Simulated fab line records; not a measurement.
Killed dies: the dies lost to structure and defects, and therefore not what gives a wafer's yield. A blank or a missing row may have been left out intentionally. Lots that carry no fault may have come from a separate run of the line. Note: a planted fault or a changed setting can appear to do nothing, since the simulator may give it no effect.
fab line records	flow nand_harc
record: lots: 6	wafers: 16	last_day: 24
route steps=1159 shown A_CONTACT@847 END@1159
lots with no fault: from the same line, run without faults
start_h: start of the lot's first displayed wafer, in hours after the record's first day	wait_h: hours from the lot's prior step to this one	" the same as in the row above	L1.1+2: a single row standing in for several wafers	- no value present, or no start provided	* or withheld: withheld	< > ~ a bound
route shown NAME@n: NAME is a module with steps in the file, n the number in the route of the first one	usual: average and standard deviation across the fault-free wafers	same: alike in all rows	chamber/n: place in a boat	sites: the reading at each site	_std_site: their standard deviation	_edge_site: mean of outer sites minus mean of inner sites	radius_mm: how far each site lies from the wafer's centre	mask NAME#n: copy n	behind: the last tool/chamber to shape the wafer	hold: the reason the lot was held/the length of the hold in hours/how it ended	device: transistor that didn't switch, given as n, p or np	end of line: at the end of the route, the tests of the same wafers	where a step has no rows: the recipe by itself	killed: dies lost to structure and defects at the first sort, not the wafer's yield	map: a wafer's dies, marking killed ones x, the rest . and places with no die _
set.NAME: the setting as run; set.NAME@STEP: as run at that earlier step	model.NAME: the simulator's own value behind a step, which no gauge read
certain route steps with their lots: each step a table, each wafer a row
services: from which hour (start_h, from the record's first day; less than 0 if before it) a tool's chamber was out of use, for how many hours, and why
== steps ==
step: NHARC_A_CONTACT_COAT_35
recipe: temp_c: 225	time_s: 65
step: NHARC_A_CONTACT_COAT_36
recipe: spin_rpm: 1500	resist_thk_nm: 90
step: NHARC_A_CONTACT_SOFTBAKE_37
recipe: temp_c: 105	time_s: 55
step: NHARC_A_CONTACT_EBR_38
step: NHARC_A_CONTACT_EXPOSE_39
recipe: na: 1.35	sigma_outer: 0.8	dose_mj: 58.79	mask_id: A_CC_3
step: NHARC_A_CONTACT_PEB_40
recipe: peb_temp_c: 100	peb_time_s: 65
step: NHARC_A_CONTACT_DEVELOP_41
recipe: develop_time_s: 35	dev_temp_c: 23
step: NHARC_A_CONTACT_CD_MEAS_42
recipe: target_cd_nm: 200	landing_energy_ev: 500
usual: cd_nm: 200.2/0.55
lot.wafer	tool	chamber	start_h	wait_h	cd_nm
L197.1	cd_sem-01	0	375.03	-	199.2
L197.4	"	0	"	"	199.5
L197.5	"	0	"	"	199.4
L200.1	cd_sem-03	0	398.68	-	200.4
L200.2	"	0	"	"	200.7
L200.6	"	0	"	"	200.4
L195.1	cd_sem-03	0	401.23	-	200.2
L195.3	"	0	"	"	201.0
L195.5	"	0	"	"	200.7
L202.1	cd_sem-03	0	407.16	-	200.0
L202.3	"	0	"	"	201.0
L202.5	"	0	"	"	199.8
L214.1	cd_sem-03	0	484.82	-	199.2
L214.3	"	0	"	"	199.7
L217.1	cd_sem-03	0	497.94	-	200.1
L217.2	"	0	"	"	200.3
step: NHARC_A_CONTACT_OVL_MEAS_43
usual: overlay_x_nm: 0.2/0.8	overlay_y_nm: -0.3/0.71
lot.wafer	tool	chamber	start_h	wait_h	overlay_x_nm	overlay_y_nm
L197.1	overlay-01	-	375.12	-	-0.3	-0.2
L197.4	"	-	"	"	-0.1	-0.3
L197.5	"	-	"	"	0.2	-0.1
L200.1	overlay-02	-	398.77	-	0.0	-0.6
L200.2	"	-	"	"	-0.5	-0.4
L200.6	"	-	"	"	-0.5	-0.3
L195.1	overlay-01	-	401.32	-	0.6	-1.6
L195.3	"	-	"	"	0.1	-2.0
L195.5	"	-	"	"	0.1	-2.0
L202.1	overlay-02	-	407.27	-	0.6	-0.1
L202.3	"	-	"	"	0.7	0.2
L202.5	"	-	"	"	0.7	0.2
L214.1	overlay-02	-	484.91	-	0.0	-0.9
L214.3	"	-	"	"	-0.6	0.1
L217.1	overlay-02	-	498.02	-	-0.4	-0.2
L217.2	"	-	"	"	-0.9	0.4
step: NHARC_A_CONTACT_INSPECT_44
usual: raw_defect_count: 23/12
lot.wafer	tool	chamber	start_h	wait_h	raw_defect_count
L197.1	defect_inspect-02	-	375.16	0.0	18
L197.4	"	-	"	"	16
L197.5	"	-	"	"	14
L200.1	defect_inspect-02	-	398.80	0.0	35
L200.2	"	-	"	"	27
L200.6	"	-	"	"	37
L195.1	defect_inspect-01	-	401.35	0.0	11
L195.3	"	-	"	"	9
L195.5	"	-	"	"	6
L202.1	defect_inspect-01	-	407.30	0.0	5
L202.3	"	-	"	"	8
L202.5	"	-	"	"	14
L214.1	defect_inspect-01	-	484.95	0.0	27
L214.3	"	-	"	"	36
L217.1	defect_inspect-02	-	498.06	0.0	16
L217.2	"	-	"	"	12
step: NHARC_A_CONTACT_DESCUM_47
recipe: time_s: 3	o2_flow_sccm: 200	ar_flow_sccm: 0	bias_power_w: 0	chemistry: O2
usual: drypump_motor_current_A: 5.4/0.32	oes_product_au: 0.998/0.011	rf_vpp_V: 57.9/0.92	showerhead_plenum_p_Torr: 1.96/0.072	throttle_valve_pct: 11.312/0.0097
lot.wafer	tool	chamber	start_h	wait_h	drypump_motor_current_A	oes_product_au	rf_hours_counter_h	rf_vpp_V	showerhead_plenum_p_Torr	throttle_valve_pct
L197.1	rie_diel-07	3	375.24	0.1	5.6	0.995	25	58.2	2.03	11.314
L197.4	"	0	"	"	5.0	1.004	-	56.9	1.95	11.329
L197.5	"	3	"	"	5.6	0.987	-	60.2	2.03	11.322
L200.2	rie_diel-07	3	398.86	0.1	5.6	1.000	32	58.0	2.03	11.318
L200.1	"	2	"	"	5.4	1.010	31	57.1	1.96	11.292
L200.6	"	2	"	"	5.4	1.005	-	58.0	1.96	11.295
L195.1	rie_diel-07	0	401.42	0.1	5.1	1.002	33	57.8	1.95	11.315
L195.3	"	2	"	"	5.4	1.001	32	57.6	1.96	11.320
L195.5	"	2	"	"	5.4	1.019	-	57.9	1.96	11.313
L202.3	rie_diel-06	0	407.43	0.1	5.7	0.993	60	58.0	1.80	11.317
L202.1	"	2	"	"	5.6	1.005	60	60.0	2.06	11.302
L202.5	"	0	"	"	5.7	0.984	-	55.9	1.80	11.300
L214.1	rie_diel-07	2	485.04	0.1	5.5	0.990	15	58.0	1.95	11.328
L214.3	"	1	"	"	5.5	1.010	16	57.9	2.02	11.312
L217.1	rie_diel-07	1	498.12	0.1	5.5	1.004	19	58.9	2.02	11.307
L217.2	"	0	"	"	5.1	1.009	19	58.1	1.94	11.314
step: NHARC_A_CONTACT_ETCH_48
recipe: target_depth_a: 390	over_etch_frac: 0.3	time_s: 65	ion_energy_ev: 80	cf4_flow_sccm: 150	ar_flow_sccm: 0	rf_w: 300	bias_w: 100	chemistry: CF4
usual: bias_w: 100.02/0.26	drypump_motor_current_A: 5.4/0.33	oes_product_au: 0.999/0.011	rf_vpp_V: 151.8/1.2	run_length_s: 86.3/0.41	showerhead_plenum_p_Torr: 1.81/0.062	throttle_valve_pct: 13.284/0.0091
same: over_etch_frac: 0.3
lot.wafer	tool	chamber	start_h	wait_h	bias_w	drypump_motor_current_A	oes_product_au	rf_hours_counter_h	rf_vpp_V	run_length_s	showerhead_plenum_p_Torr	throttle_valve_pct
L197.1	rie_diel-07	3	375.38	0.1	100.09	5.6	0.979	26	153.3	86.5	1.87	13.288
L197.4	"	0	"	"	99.98	5.1	0.990	-	151.9	86.1	1.80	13.282
L197.5	"	3	"	"	99.93	5.6	0.977	-	150.7	86.4	1.87	13.292
L200.2	rie_diel-07	3	398.96	0.1	100.28	5.6	0.980	32	153.1	86.8	1.87	13.279
L200.1	"	2	"	"	100.50	5.4	1.014	31	150.6	85.9	1.81	13.294
L200.6	"	2	"	"	100.20	5.4	1.002	-	151.4	85.8	1.81	13.287
L195.1	rie_diel-07	0	401.52	0.1	99.66	5.1	1.002	33	151.1	86.0	1.80	13.295
L195.3	"	2	"	"	99.95	5.5	0.994	32	154.2	86.0	1.80	13.289
L195.5	"	3	"	"	100.28	5.6	0.986	-	152.3	86.5	1.87	13.297
L202.3	rie_diel-06	2	407.57	0.1	100.22	5.5	1.011	60	154.2	86.6	1.89	13.287
L202.1	"	3	"	"	99.92	6.1	0.983	56	148.0	86.5	1.67	13.286
L202.5	"	1	"	"	100.50	5.0	1.004	-	150.6	86.2	1.71	13.287
L214.3	rie_diel-07	2	485.16	0.1	100.08	5.4	0.977	15	151.6	85.9	1.80	13.284
L214.1	"	0	"	"	99.54	5.1	1.024	16	150.7	86.2	1.80	13.304
L217.2	rie_diel-07	1	498.34	0.2	99.30	5.5	1.009	19	152.8	86.4	1.86	13.286
L217.1	"	2	"	"	99.84	5.5	0.988	18	150.6	85.9	1.80	13.273
step: NHARC_A_CONTACT_ETCH_49
recipe: target_depth_a: 2600	over_etch_frac: 0.3	time_s: 475.3	ion_energy_ev: 200	n2_flow_sccm: 150	h2_flow_sccm: 150	ar_flow_sccm: 0	rf_w: 400	bias_w: 150	chemistry: N2/H2
usual: bias_w: 150.0/0.45	drypump_motor_current_A: 5.4/0.33	h2_flow_sccm: 150.0/0.44	oes_product_au: 1.000/0.011	rf_vpp_V: 432.1/2.2	run_length_s: 496.7/0.4	showerhead_plenum_p_Torr: 2.09/0.078	throttle_valve_pct: 14.172/0.0086
same: over_etch_frac: 0.3
lot.wafer	tool	chamber	start_h	wait_h	bias_w	drypump_motor_current_A	h2_flow_sccm	oes_product_au	rf_hours_counter_h	rf_vpp_V	run_length_s	showerhead_plenum_p_Torr	throttle_valve_pct
L197.1	rie_diel-07	0	375.51	-	149.8	5.1	150.1	1.001	26	433.0	496.6	2.08	14.155
L197.5	"	0	"	"	149.1	5.1	149.4	1.002	-	433.7	496.5	2.08	14.170
L197.4	"	1	"	"	149.9	5.5	149.1	1.000	-	433.1	496.9	2.16	14.171
L200.1	rie_diel-07	2	399.07	-	150.4	5.5	149.8	0.997	31	432.9	496.3	2.09	14.165
L200.2	"	3	"	"	150.9	5.6	150.7	0.982	32	434.4	497.2	2.16	14.163
L200.6	"	3	"	"	150.4	5.6	149.9	0.987	-	433.9	496.7	2.17	14.184
L195.1	rie_diel-07	2	401.65	-	150.1	5.5	150.6	1.008	32	432.1	496.5	2.09	14.169
L195.3	"	0	"	"	150.7	5.1	151.1	1.009	33	431.7	496.6	2.08	14.178
L195.5	"	2	"	"	150.2	5.4	151.1	1.012	-	432.0	496.2	2.09	14.178
L202.3	rie_diel-06	2	408.16	-	149.1	5.6	149.9	1.008	61	432.9	496.7	2.20	14.157
L202.1	"	3	"	"	149.1	6.1	149.7	0.986	57	428.7	497.0	1.91	14.164
L202.5	"	2	"	"	149.4	5.6	149.7	0.999	-	434.7	496.6	2.20	14.170
L214.3	rie_diel-07	2	485.25	-	150.6	5.4	149.6	0.977	15	431.8	496.3	2.08	14.159
L214.1	"	0	"	"	-	5.1	150.9	1.007	16	434.3	389.9	2.07	14.161
L217.1	rie_diel-07	3	498.42	-	-	5.6	150.1	0.997	17	434.4	391.0	2.16	14.180
L217.2	"	1	"	"	-	5.5	149.8	1.003	19	433.2	390.2	2.16	14.170
step: NHARC_A_CONTACT_ETCH_50
recipe: target_depth_a: 847	time_s: 42.4	cf4_flow_sccm: 100	chf3_flow_sccm: 30	ar_flow_sccm: 0	rf_w: 500	bias_w: 200	chemistry: CF4/CHF3
usual: bias_w: 200.0/0.52	chf3_flow_sccm: 30.00/0.092	drypump_motor_current_A: 5.4/0.32	oes_product_au: 0.954/0.021	rf_vpp_V: 371.8/2	run_length_s: 63.7/0.4	showerhead_plenum_p_Torr: 1.61/0.056	throttle_valve_pct: 16.802/0.0089
lot.wafer	tool	chamber	start_h	wait_h	bias_w	chf3_flow_sccm	drypump_motor_current_A	oes_product_au	rf_hours_counter_h	rf_vpp_V	run_length_s	showerhead_plenum_p_Torr	throttle_valve_pct
L197.1	rie_diel-07	0	-	-	199.5	30.04	5.1	0.938	26	371.7	63.5	1.60	16.794
L197.5	"	0	"	"	199.5	30.06	5.1	0.937	-	370.5	63.4	1.60	16.807
L197.4	"	1	"	"	200.2	29.81	5.5	0.939	-	373.8	63.9	1.66	16.808
L200.2	rie_diel-07	3	-	-	199.4	30.03	5.6	0.949	32	374.3	64.6	1.66	16.804
L200.1	"	2	"	"	200.7	30.02	5.4	0.961	31	372.2	63.2	1.61	16.787
L200.6	"	3	"	"	200.1	30.15	5.6	0.948	-	375.5	63.7	1.66	16.794
L195.1	rie_diel-07	2	-	-	200.3	29.95	5.4	0.971	32	372.3	63.5	1.61	16.801
L195.3	"	3	"	"	200.1	29.85	5.6	0.944	34	373.8	64.3	1.66	16.817
L195.5	"	3	"	"	200.4	30.06	5.6	0.951	-	372.4	63.8	1.66	16.807
L202.1	rie_diel-06	3	-	-	200.2	30.02	6.0	0.922	57	367.6	63.9	1.48	16.794
L202.3	"	1	"	"	201.2	29.94	5.0	0.928	59	369.7	63.4	1.52	16.796
L202.5	"	3	"	"	199.7	29.95	6.1	0.909	-	367.2	64.5	1.48	16.821
L214.1	rie_diel-07	0	-	-	199.3	29.88	5.0	0.976	16	370.1	63.9	1.60	16.797
L214.3	"	2	"	"	200.0	29.79	5.4	0.953	15	370.8	63.6	1.60	16.804
L217.2	rie_diel-07	0	-	-	200.7	29.78	5.1	0.979	19	371.1	63.4	1.60	16.786
L217.1	"	1	"	"	200.5	29.95	5.5	0.953	19	373.2	64.2	1.65	16.795
step: NHARC_END_SORT_01
recipe: temp_c: 25
usual: killed_at_array: 21/8.9	killed_at_other: 0.8/1.3	killed_at_periphery: 3.6/2.4	killed_dies: 26/8.9	killed_open: 3.1/1.8	killed_short: 1.9/1.3
same: gross_dies: 677
lot.wafer	tool	chamber	start_h	wait_h	killed_at_array	killed_at_other	killed_at_periphery	killed_dies	killed_open	killed_short
L195.1	prober-02	0	473.04	2.5	9	5	9	23	2	1
L195.3	prober-02	0	474.63	3.1	11	1	5	17	3	3
L195.5	prober-02	0	476.22	3.7	13	5	4	22	2	1
L202.1	prober-01	0	484.99	2.5	10	4	5	19	7	2
L202.3	prober-01	0	486.59	3.1	13	3	2	18	3	2
L202.5	prober-01	0	488.19	3.7	18	2	1	21	5	1
L217.1	prober-02	0	566.59	2.5	21	0	6	27	1	1
L217.2	prober-02	0	567.39	2.8	19	0	7	26	2	2
killed by level:class
L195.1 P_BONDPAD:chamber_film_flake=6 A_CHANNEL_HOLE_D1:chamber_film_flake=3 A_CONTACT:chamber_film_flake=3 THIN_TSV:chamber_film_flake=3 A_STAIRCASE:chamber_film_flake=2 P_M1:geometric_particle:short=1 THIN_TSV:geometric_particle:open=1 STARTING-WAFER:geometric_particle:open=1
L195.3 A_STAIRCASE:chamber_film_flake=4 P_BONDPAD:chamber_film_flake=3 A_M0:geometric_particle:open=2 P_M1:geometric_particle:short=1 A_ONON_D1:geometric_particle:open=1 A_ONON_D1:geometric_particle:short=1 A_WL_FILL:geometric_particle:short=1 P_GATE:chamber_film_flake=1
L195.5 THIN_TSV:chamber_film_flake=5 A_CONTACT:chamber_film_flake=4 A_STAIRCASE:chamber_film_flake=3 P_STI:chamber_film_flake=2 A_CHANNEL_HOLE_D1:chamber_film_flake=2 A_CHANNEL_HOLE_D1:geometric_particle:open=1 A_WL_FILL:geometric_particle:short=1 A_M0:geometric_particle:open=1
L202.1 A_CONTACT:geometric_particle:open=3 THIN_TSV:chamber_film_flake=3 A_STAIRCASE:chamber_film_flake=2 P_GATE:geometric_particle:open=1 P_CONTACT:geometric_particle:short=1 P_M0:geometric_particle:open=1 A_CHANNEL_FILL_D1:geometric_particle:open=1 A_WL_FILL:geometric_particle:open=1
L202.3 A_STAIRCASE:chamber_film_flake=3 A_SLIT:chamber_film_flake=3 THIN_TSV:chamber_film_flake=3 A_CHANNEL_HOLE_D1:chamber_film_flake=2 P_CONTACT:geometric_particle:open=1 A_SOURCE_PLATE:geometric_particle:short=1 A_ONON_D1:geometric_particle:open=1 A_CHANNEL_FILL_D1:geometric_particle:short=1
L202.5 A_STAIRCASE:chamber_film_flake=5 A_SLIT:chamber_film_flake=5 A_M0:geometric_particle:open=2 A_CONTACT:chamber_film_flake=2 THIN_TSV:chamber_film_flake=2 P_STI:geometric_particle:open=1 A_CONTACT:geometric_particle:open=1 A_M0:geometric_particle:short=1
L217.1 A_CONTACT:area_etch=6 A_M1:chamber_film_flake=4 P_GATE:chamber_film_flake=3 A_CHANNEL_HOLE_D1:chamber_film_flake=3 A_STAIRCASE:chamber_film_flake=3 A_CONTACT:chamber_film_flake=3 P_ZERO_WELL:chamber_film_flake=2 P_M0:geometric_particle:short=1
L217.2 A_CONTACT:chamber_film_flake=5 P_ZERO_WELL:chamber_film_flake=4 A_CHANNEL_HOLE_D1:chamber_film_flake=4 A_ZERO_WELL:chamber_film_flake=2 A_STAIRCASE:chamber_film_flake=2 A_ONON_D1:geometric_particle:short=1 A_ONON_D1:geometric_particle:open=1 A_WL_FILL:geometric_particle:short=1
== services ==
tool	chamber	start_h	hours	kind
rie_diel-07	0	359.95	-	clean
rie_diel-07	1	359.95	-	clean
rie_diel-07	2	359.95	-	clean
rie_diel-07	3	359.95	-	clean
rie_diel-07	2	368.52	7.9	repair
rie_diel-07	1	381.97	31.8	repair
rie_diel-07	0	384.66	-	clean
rie_diel-07	2	384.66	-	clean
rie_diel-07	3	384.66	-	clean
rie_diel-07	-	405.26	9.0	pm
rie_diel-07	0	405.26	9.0	vent_cycle
rie_diel-07	2	405.26	9.0	vent_cycle
rie_diel-07	3	405.26	9.0	vent_cycle
rie_diel-07	0	414.26	-	clean
rie_diel-07	1	414.26	-	clean
rie_diel-07	2	414.26	-	clean
rie_diel-07	3	414.26	-	clean
rie_diel-06	-	418.51	9.0	pm
rie_diel-06	0	431.42	6.5	repair
rie_diel-07	0	438.76	-	clean
rie_diel-07	1	438.76	-	clean
rie_diel-07	2	448.88	4.5	repair
rie_diel-06	2	464.73	36.3	repair
rie_diel-07	3	479.40	6.8	repair
== key ==
first_sign: step: NHARC_A_CONTACT_ETCH_49	reading: run_length_s	direction: down	sigmas: 99+	usual: *	struck: *
effect none on later readings
met_at NHARC_A_CONTACT_ETCH_49
struck_wafers L214.1,L217.1,L217.2
tester_left_out L214,L217
onset_between 401.65 485.25
fault: kind: process_parameter_drift	tool: rie_diel-07	chamber: -	onset_h: 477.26	steps: NHARC_A_CONTACT_ETCH_49	channel: time_s	offset: *	shape: step	end_h: 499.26	scope: struck_wafers_only	acts_in: *	stated: *
tester_left_out: of these lots the tester's yield and bins aren't shown, on N5 and GAA mostly nor the transistor test; their killed dies are dies lost to structure and defects alone, not to doping, threshold or leakage, so they don't give the yield
